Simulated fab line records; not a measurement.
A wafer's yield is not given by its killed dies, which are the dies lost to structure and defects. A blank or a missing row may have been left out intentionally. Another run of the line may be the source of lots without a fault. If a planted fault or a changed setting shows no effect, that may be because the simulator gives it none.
Code-filled problem report in 8D (eight disciplines) form	flow n5-finfet	the parts of the form that need people (team, actions taken, sign-off) are left out

== 1. THE ISSUE ==
At N5_BEOL_M4_ETCH_70, rf-fwd-power-W averages 1036.8 W over 6 wafers from 2 lots, while fault-free wafers read 835.5 W, standard deviation 2.6. Measured from the usual mean, that is +77 standard deviations.
The step: etches SOC in N2/H2, target depth 80 nm, overetch 24 nm, time 130 s.
First observed at day 11 08:22: wafer L926.1, on rie-diel-04. At this step, 24 wafers from 8 lots have a number in the record. The rule behind "out" and "out of limits": a value lying over 4 standard deviations away from the usual mean. Any other wafer with a number is counted as sound.

== 2. WHAT THIS IS AND IS NOT ==
question	is	is not
which readings at this step	rf-fwd-power-W, rf-vpp-V	drypump-motor-current-A, oes-product-au, showerhead-plenum-p-Torr, temp-c, throttle-valve-pct
which lots	L926, L929	L923, L925, L927, L936, L943, L946
which wafers of those lots	all that have a number	-
read on which tools	rie-diel-04	rie-diel-05
when	from day 11 08:22	up to then (6 sound wafers); but 12 sound wafers of L927, L936, L943, L946 came after

== 3. SUSPECTS, AND WHAT RULES EACH OUT ==
Counting: a tool at a process step up to the reading stays a suspect if it ran every lot that is out and no sound lot after the first of them.
- rie-diel-05 at N5_BEOL_M4_ETCH_64 (etches SOC in N2/H2, target depth 75 nm, overetch 22.5 nm, time 121.9 s): ruled out as a lasting fault. Following L926 (day 10 04:35), the first lot on it that is out, the sound lots L936 were run on it.
- rie-diel-04 at N5_BEOL_M4_DESCUM_33 (chemistry O2, time 7 s): ruled out as a lasting fault. Following L926 (day 10 05:26), the first lot on it that is out, the sound lots L943 were run on it.
- rie-diel-04 at N5_BEOL_M4_ETCH_70 (etches SOC in N2/H2, target depth 80 nm, overetch 24 nm, time 130 s): ruled out as a lasting fault. Following L926 (day 11 08:22), the first lot on it that is out, the sound lots L946, L943 were run on it.
Left after counting: nothing in the record.

== 4. THE CAUSE (what the simulator had put in) ==
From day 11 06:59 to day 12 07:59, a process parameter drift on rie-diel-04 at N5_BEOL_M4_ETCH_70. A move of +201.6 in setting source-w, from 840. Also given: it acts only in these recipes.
Counting ruled it out, wrongly.

== 5. SEQUENCE OF EFFECTS, ordered by route ==
Rows list readings where the struck wafers' mean (over those with a number) sits beyond 3 standard deviations from the usual. Only readings for which the record gives a usual standard deviation are gone through. hours: the time from each lot's start at the first step in this table that gives one to its start at this step, as a median over the lots. sigmas: the change in usual standard deviations.
hours	step	reading	usual	on struck wafers	change	sigmas
0	N5_BEOL_M4_ETCH_70	rf-fwd-power-W	835.5 W	1036.8	+201.3	+77
0	N5_BEOL_M4_ETCH_70	rf-vpp-V	524.1 V	487.8	-36.3	-24
The process steps in it:
- N5_BEOL_M4_ETCH_70: etches SOC in N2/H2, target depth 80 nm, overetch 24 nm, time 130 s.
At these later measuring or inspecting steps, every struck wafer for which the step has a row has a number for every such reading, and none has moved that far: N5_BEOL_M4_RC_MEAS_101.

== 6. HOW IT WOULD HAVE BEEN CAUGHT EARLIER ==
In this record the first reading out of limits was taken at day 11 08:22, 1 hour after the fault began at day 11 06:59.
